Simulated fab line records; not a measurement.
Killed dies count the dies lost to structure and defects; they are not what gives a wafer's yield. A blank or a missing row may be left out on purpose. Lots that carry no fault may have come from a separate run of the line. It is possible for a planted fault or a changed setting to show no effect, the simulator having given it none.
Matching of chambers | flow n5-finfet | rie-diel-01 running N5_BEOL_M12_ETCH_59: 4 sister chambers
The step etches BARC in N2/H2, target depth 89 nm, overetch 26.7 nm, time 67.9 s. 4 wafers are shown with their chamber, then 10 later ones without.

EACH WAFER AND ITS CHAMBER
wafer  | chamber | drypump-motor-current-A (A)
L092.4 | 1       | 5.8
L092.5 | 3       | 5.3
L093.2 | 0       | 5.8
L093.3 | 2       | 5.9

WAFERS MISSING THEIR CHAMBER
wafer  | drypump-motor-current-A (A)
L093.5 | 5.7
L096.2 | 5.7
L096.3 | 5.9
L096.5 | 5.7
L094.1 | 5.8
L094.4 | 5.9
L094.5 | 5.8
L097.1 | 5.9
L097.2 | 5.8
L097.3 | 5.8

CHAMBER TAKEN BY EACH
wafer  | from the rows above          | in truth
L093.5 | can't be placed: 0 or 1 or 2 | 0
L096.2 | can't be placed: 0 or 1 or 2 | 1
L096.3 | can't be placed: 2 or 0 or 1 | 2
L096.5 | can't be placed: 0 or 1 or 2 | 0
L094.1 | can't be placed: 0 or 1 or 2 | 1
L094.4 | can't be placed: 2 or 0 or 1 | 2
L094.5 | can't be placed: 0 or 1 or 2 | 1
L097.1 | can't be placed: 2 or 0 or 1 | 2
L097.2 | can't be placed: 0 or 1 or 2 | 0
L097.3 | can't be placed: 0 or 1 or 2 | 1
0 of 10 placed correctly. These rows do not allow placing 10 (true chamber among the candidates in 10). 0 placed wrongly.
How it was worked out, from the rows above alone: a wafer's distance from a chamber is the root of the sum, over the readings, of the square of ((its reading less the chamber's mean) divided by the reading's scatter). If the next closest chamber is less than 2 further off than the closest, the wafer can't be placed; otherwise it belongs to the closest. Each chamber's mean is taken over the wafers shown for it. The scatter (one wafer shown for each chamber): square how far every hidden wafer sits from the nearest shown wafer, average those squares and take the square root.
